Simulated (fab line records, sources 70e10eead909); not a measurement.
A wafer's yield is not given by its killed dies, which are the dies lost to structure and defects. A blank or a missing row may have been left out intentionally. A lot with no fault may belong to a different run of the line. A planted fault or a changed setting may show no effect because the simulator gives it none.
Chamber matching / flow nand-harc / 4 sister chambers for NHARC_P_BONDPAD_STRIP_15 on rie-diel-04
The step strips in O2. 22 wafers are shown with their chamber, then 11 later ones without.

== WAFERS WITH THEIR CHAMBER ==
wafer=L558.2; chamber=3; showerhead-plenum-p-Torr (Torr)=3.32; drypump-motor-current-A (A)=5.8; oes-product-au (a.u.)=0.998
wafer=L558.3; chamber=2; showerhead-plenum-p-Torr (Torr)=3.62; drypump-motor-current-A (A)=6.3; oes-product-au (a.u.)=1.003
wafer=L558.6; chamber=2; showerhead-plenum-p-Torr (Torr)=3.62; drypump-motor-current-A (A)=6.3; oes-product-au (a.u.)=1.003
wafer=L557.3; chamber=0; showerhead-plenum-p-Torr (Torr)=3.33; drypump-motor-current-A (A)=5.4; oes-product-au (a.u.)=0.999
wafer=L557.4; chamber=1; showerhead-plenum-p-Torr (Torr)=3.55; drypump-motor-current-A (A)=6.7; oes-product-au (a.u.)=0.996
wafer=L557.5; chamber=2; showerhead-plenum-p-Torr (Torr)=3.62; drypump-motor-current-A (A)=6.3; oes-product-au (a.u.)=1.007
wafer=L560.2; chamber=2; showerhead-plenum-p-Torr (Torr)=3.62; drypump-motor-current-A (A)=6.3; oes-product-au (a.u.)=1.004
wafer=L560.4; chamber=1; showerhead-plenum-p-Torr (Torr)=3.55; drypump-motor-current-A (A)=6.6; oes-product-au (a.u.)=0.991
wafer=L560.5; chamber=3; showerhead-plenum-p-Torr (Torr)=3.32; drypump-motor-current-A (A)=5.9; oes-product-au (a.u.)=0.998
wafer=L563.1; chamber=1; showerhead-plenum-p-Torr (Torr)=3.55; drypump-motor-current-A (A)=6.7; oes-product-au (a.u.)=0.990
wafer=L563.3; chamber=0; showerhead-plenum-p-Torr (Torr)=3.33; drypump-motor-current-A (A)=5.4; oes-product-au (a.u.)=1.002
wafer=L563.6; chamber=2; showerhead-plenum-p-Torr (Torr)=3.62; drypump-motor-current-A (A)=6.3; oes-product-au (a.u.)=1.013
wafer=L562.1; chamber=1; showerhead-plenum-p-Torr (Torr)=3.55; drypump-motor-current-A (A)=6.7; oes-product-au (a.u.)=0.994
wafer=L562.2; chamber=0; showerhead-plenum-p-Torr (Torr)=3.33; drypump-motor-current-A (A)=5.4; oes-product-au (a.u.)=1.028
wafer=L562.5; chamber=2; showerhead-plenum-p-Torr (Torr)=3.62; drypump-motor-current-A (A)=6.3; oes-product-au (a.u.)=1.017
wafer=L564.1; chamber=3; showerhead-plenum-p-Torr (Torr)=3.32; drypump-motor-current-A (A)=5.8; oes-product-au (a.u.)=0.997
wafer=L564.2; chamber=0; showerhead-plenum-p-Torr (Torr)=3.33; drypump-motor-current-A (A)=5.4; oes-product-au (a.u.)=1.001
wafer=L564.4; chamber=1; showerhead-plenum-p-Torr (Torr)=3.55; drypump-motor-current-A (A)=6.6; oes-product-au (a.u.)=0.979
wafer=L566.2; chamber=1; showerhead-plenum-p-Torr (Torr)=3.55; drypump-motor-current-A (A)=6.7; oes-product-au (a.u.)=0.999
wafer=L566.3; chamber=2; showerhead-plenum-p-Torr (Torr)=3.62; drypump-motor-current-A (A)=6.2; oes-product-au (a.u.)=1.003
wafer=L566.6; chamber=1; showerhead-plenum-p-Torr (Torr)=3.55; drypump-motor-current-A (A)=6.6; oes-product-au (a.u.)=1.001
wafer=L569.2; chamber=3; showerhead-plenum-p-Torr (Torr)=3.31; drypump-motor-current-A (A)=5.8; oes-product-au (a.u.)=0.995

SIGNATURES, as means of the wafers listed above
reading=showerhead-plenum-p-Torr; chamber 0=3.3300; chamber 1=3.5500; chamber 2=3.6200; chamber 3=3.3175; scatter within a chamber=0.00204
reading=drypump-motor-current-A; chamber 0=5.400; chamber 1=6.657; chamber 2=6.286; chamber 3=5.825; scatter within a chamber=0.043
reading=oes-product-au; chamber 0=1.00750; chamber 1=0.99286; chamber 2=1.00714; chamber 3=0.99700; scatter within a chamber=0.00776
Rule: for each reading, subtract the chamber's mean from the wafer's reading, divide by that reading's scatter and square the result; add these up over the readings and take the root, which gives the wafer's distance from the chamber. If the next closest chamber is less than 2 further off than the closest, the wafer can't be placed; otherwise it belongs to the closest. The scatter: the root of (the sum of the squares of (reading less its chamber's mean) over the shown wafers, divided by (wafers less chambers)).

== WAFERS WHOSE CHAMBER IS MISSING ==
wafer=L569.5; showerhead-plenum-p-Torr (Torr)=3.32; drypump-motor-current-A (A)=5.4; oes-product-au (a.u.)=1.000
wafer=L569.6; showerhead-plenum-p-Torr (Torr)=3.54; drypump-motor-current-A (A)=6.6; oes-product-au (a.u.)=0.986
wafer=L570.1; showerhead-plenum-p-Torr (Torr)=3.32; drypump-motor-current-A (A)=5.4; oes-product-au (a.u.)=1.000
wafer=L570.2; showerhead-plenum-p-Torr (Torr)=3.62; drypump-motor-current-A (A)=6.2; oes-product-au (a.u.)=1.002
wafer=L570.4; showerhead-plenum-p-Torr (Torr)=3.31; drypump-motor-current-A (A)=5.9; oes-product-au (a.u.)=0.999
wafer=L572.2; showerhead-plenum-p-Torr (Torr)=3.32; drypump-motor-current-A (A)=5.4; oes-product-au (a.u.)=1.004
wafer=L572.4; showerhead-plenum-p-Torr (Torr)=3.62; drypump-motor-current-A (A)=6.3; oes-product-au (a.u.)=1.002
wafer=L572.6; showerhead-plenum-p-Torr (Torr)=3.62; drypump-motor-current-A (A)=6.2; oes-product-au (a.u.)=1.000
wafer=L575.2; showerhead-plenum-p-Torr (Torr)=3.31; drypump-motor-current-A (A)=5.8; oes-product-au (a.u.)=1.004
wafer=L575.3; showerhead-plenum-p-Torr (Torr)=3.32; drypump-motor-current-A (A)=5.4; oes-product-au (a.u.)=1.000
wafer=L575.6; showerhead-plenum-p-Torr (Torr)=3.62; drypump-motor-current-A (A)=6.3; oes-product-au (a.u.)=1.005

== WHICH CHAMBER EACH ONE RAN IN ==
wafer=L569.5; from the rows above=0; in truth=0
wafer=L569.6; from the rows above=1; in truth=1
wafer=L570.1; from the rows above=0; in truth=0
wafer=L570.2; from the rows above=2; in truth=2
wafer=L570.4; from the rows above=3; in truth=3
wafer=L572.2; from the rows above=0; in truth=0
wafer=L572.4; from the rows above=2; in truth=2
wafer=L572.6; from the rows above=2; in truth=2
wafer=L575.2; from the rows above=3; in truth=3
wafer=L575.3; from the rows above=0; in truth=0
wafer=L575.6; from the rows above=2; in truth=2
11 of 11 placed correctly. From these rows, 0 cannot be placed. Wrongly placed: 0.
